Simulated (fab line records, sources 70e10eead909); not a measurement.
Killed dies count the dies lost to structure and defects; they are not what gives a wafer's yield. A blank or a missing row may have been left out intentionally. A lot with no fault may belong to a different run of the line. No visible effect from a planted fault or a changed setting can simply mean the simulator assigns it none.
Which of the tools did it? ; flow nandHarc ; 11 lots with 33 wafers sampled at 5 steps, on a route of 1302 steps

## WHAT EACH GAUGE READ, for each wafer
NHARC_P_GATE_CD_MEAS_91 targets a cd of 2000 nm.
lot;measured;on;cdNm (nm)
L189;day 5 20:54;cdSem-03;2000.8 2001.0 2000.4
L193;day 7 14:07;cdSem-02;1999.5 2000.5 2001.0
L194;day 8 07:43;cdSem-02;1999.1 1997.9 1999.4
L195;day 8 15:53;cdSem-01;- - -
L196;day 9 05:42;cdSem-02;- - -
L197;day 9 13:40;cdSem-01;1998.1 1998.0 1998.0
L204;day 12 11:25;cdSem-02;1999.7 1999.8 2000.2
L205;day 12 19:04;cdSem-02;2001.6 1999.9 2001.3
L206;day 13 01:59;cdSem-02;1999.0 2001.7 2001.4
L208;day 14 02:24;cdSem-03;1998.9 1998.1 1998.9
L210;day 14 23:10;cdSem-02;1998.7 1998.8 1997.7

## WHAT TOOL EACH LOT RAN ON (gives the tool, then ch and the chambers of the sampled wafers, and finally the start)
lot;NHARC_P_GATE_STRIP_111;NHARC_P_GATE_STRIP_75;NHARC_P_GATE_STRIP_112;NHARC_P_GATE_EXPOSE_88
L189;plasmaAsher-01 ch 1, day 5 17:57;plasmaAsher-01 ch 1, day 5 18:16;plasmaAsher-01 ch 1, day 5 19:45;krfScanner-02 ch 0, day 5 20:44
L193;plasmaAsher-01 ch 0,1, day 7 11:21;plasmaAsher-01 ch 0,1, day 7 11:37;plasmaAsher-02 ch 1, day 7 13:03;krfScanner-03 ch 0, day 7 13:58
L194;plasmaAsher-02 ch 0,1, day 8 04:52;plasmaAsher-02 ch 0,1, day 8 05:05;plasmaAsher-01 ch 0,1, day 8 06:37;krfScanner-02 ch 0, day 8 07:34
L195;plasmaAsher-02 ch 0,1, day 8 13:14;plasmaAsher-02 ch 0,1, day 8 13:30;plasmaAsher-02 ch 0,1, day 8 14:53;krfScanner-02, day 8 15:44
L196;plasmaAsher-01 ch 0,1, day 9 02:53;plasmaAsher-01 ch 0,1, day 9 03:05;plasmaAsher-01 ch 0,1, day 9 04:38;krfScanner-03, day 9 05:33
L197;plasmaAsher-02 ch 0,1, day 9 10:51;plasmaAsher-02 ch 0,1, day 9 11:10;plasmaAsher-02 ch 0,1, day 9 12:29;krfScanner-04 ch 0, day 9 13:31
L204;plasmaAsher-01 ch 0,1, day 12 08:29;plasmaAsher-01 ch 0,1, day 12 08:47;plasmaAsher-02 ch 0,1, day 12 10:14;krfScanner-02 ch 0, day 12 11:16
L205;plasmaAsher-02 ch 0,1, day 12 16:10;plasmaAsher-02 ch 0,1, day 12 16:26;plasmaAsher-02 ch 0,1, day 12 17:55;krfScanner-04 ch 0, day 12 18:55
L206;plasmaAsher-01 ch 0,1, day 12 23:16;plasmaAsher-01 ch 0,1, day 12 23:34;plasmaAsher-01 ch 0,1, day 13 00:53;krfScanner-04 ch 0, day 13 01:49
L208;plasmaAsher-01 ch 0,1, day 13 23:30;plasmaAsher-01 ch 0,1, day 13 23:46;plasmaAsher-02 ch 0,1, day 14 01:13;krfScanner-03 ch 0, day 14 02:15
L210;plasmaAsher-01 ch 0,1, day 14 20:16;plasmaAsher-01 ch 0,1, day 14 20:31;plasmaAsher-02 ch 0,1, day 14 22:02;krfScanner-02 ch 0, day 14 23:01
- NHARC_P_GATE_STRIP_111: strips in N2/H2, time 250 s.
- NHARC_P_GATE_STRIP_75: strips in O2.
- NHARC_P_GATE_STRIP_112: strips in N2/H2, time 200 s.
- NHARC_P_GATE_EXPOSE_88: exposes mask P HVN, target cd 2000 nm.

## THE ANSWER, worked out from the rows above alone
Rule: the usual values come from the lots themselves. Put in order of their means at a reading, lots are off if they are a third of the lots or fewer, leave a main group of 4 or more, and stand apart from it by a gap of 3 or more times the standard deviation of the main group's means; of several such gaps the widest counts. Not used: any main group whose means are identical at the precision the tables above print for the reading. Also off: a lot with no number at a reading for which 4 or more lots have one. All remaining lots with rows at the step are treated as sound.
Off: L195, L196, at NHARC_P_GATE_CD_MEAS_91 (cdNm). Without a number there: L195, L196. The main group has a mean of 1999.6 nm with a standard deviation of 1.1.
A tool fits if, at a process step before that reading, it ran every lot that is off, and no sound lot after the first of them. The gauges at NHARC_P_GATE_CD_MEAS_91 are tried like those tools. Of those tried, none fits.

## WHAT THE SIMULATOR PUT IN
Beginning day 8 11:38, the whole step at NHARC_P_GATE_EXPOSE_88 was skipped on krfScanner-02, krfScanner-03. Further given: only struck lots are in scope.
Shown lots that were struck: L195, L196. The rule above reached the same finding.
